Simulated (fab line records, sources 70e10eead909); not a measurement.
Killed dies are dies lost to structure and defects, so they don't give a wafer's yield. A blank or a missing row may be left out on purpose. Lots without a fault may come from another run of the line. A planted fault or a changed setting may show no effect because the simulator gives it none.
A struck lot beside a sound one | flow nand_harc | 12 steps out of a route of 1159
Sound: wafers L688.3, L688.4, L688.5. Struck: wafers L697.4, L697.5, L697.6. The cause comes at the end.
At each step with rows: each side's tool, then ch and its chambers, then its first start. Under that, the readings that differ: sound wafers | struck wafers | difference of the means | sigmas: that difference in standard deviations of wafers without a fault.
alike: readings whose means differ by less than 2 such deviations, and words and numbers that are the same on both sides. not compared: withheld readings, readings that some wafer has no value for, bounds like >300 that may hide the same value, and numbers for which the record gives no deviation and whose values overlap.
The two part at a step that has a row with sigmas, a row that says differs or no value, or rows on one side only. Numbers that don't overlap but have no deviation are shown without sigmas and don't part them. A reading that every wafer of one side lacks parts them only if that side has two wafers or more.

NHARC_A_STAIRCASE_DEP_322: deposits SiO2, target thk 3800 nm.
  sound on pecvd-04 ch 0,1, day 13 08:12; struck on pecvd-01 ch 0,1,2, day 15 22:32
  alike: heater_power_w
then, 1 step without rows for these wafers: NHARC_A_STAIRCASE_ANNEAL_323 (time 1800 s).
NHARC_A_STAIRCASE_DEP_325: deposits SiO2, target thk 3800 nm.
  sound on pecvd-01 ch 0,1, day 13 15:24; struck on pecvd-03 ch 0,1,2, day 16 05:35
  alike: heater_power_w
then, 6 steps without rows for these wafers: NHARC_A_STAIRCASE_ANNEAL_326 (time 1800 s); NHARC_A_STAIRCASE_DEHYDRATE_433 (time 120 s); NHARC_A_STAIRCASE_HMDS_434 (time 30 s); NHARC_A_STAIRCASE_COAT_435; NHARC_A_STAIRCASE_SOFTBAKE_436 (time 170 s); NHARC_A_STAIRCASE_EBR_437.
NHARC_A_STAIRCASE_EXPOSE_438: exposes mask STAIR REV.
  sound on krf_scanner-01 ch 0, day 13 23:31; struck on krf_scanner-01 ch 0, day 16 13:31
  reading              | sound             | struck            | difference | sigmas
  exposure_dose_mJ_cm2 | 28.93 28.97 28.98 | 41.45 41.47 41.46 | +12.50     | +99 or more
  alike: mask, stage_vel_mm_s
then, 1 step without rows for these wafers: NHARC_A_STAIRCASE_PEB_439 (peb time 130 s).
-- the record jumps here: 6 days lie between the struck wafers' starts before and after (it left off in module A_STAIRCASE and takes up again in module END, whose first step shown is number 1159 of the route) --
NHARC_END_SORT_01:
  sound on prober-01 ch 0, day 20 00:05; struck on prober-01 ch 0, day 22 03:17
  alike: killed_at_array, killed_at_other, killed_at_periphery, killed_dies, killed_open, killed_short

WHERE THEY PART
Only at NHARC_A_STAIRCASE_EXPOSE_438, within this record. Later steps at which nothing parts them and some readings are alike: NHARC_END_SORT_01.

WHY: what the simulator had put in
Process parameter drift: krf_scanner-01, from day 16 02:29 on, at NHARC_A_STAIRCASE_EXPOSE_438. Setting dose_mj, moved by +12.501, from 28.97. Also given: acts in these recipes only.
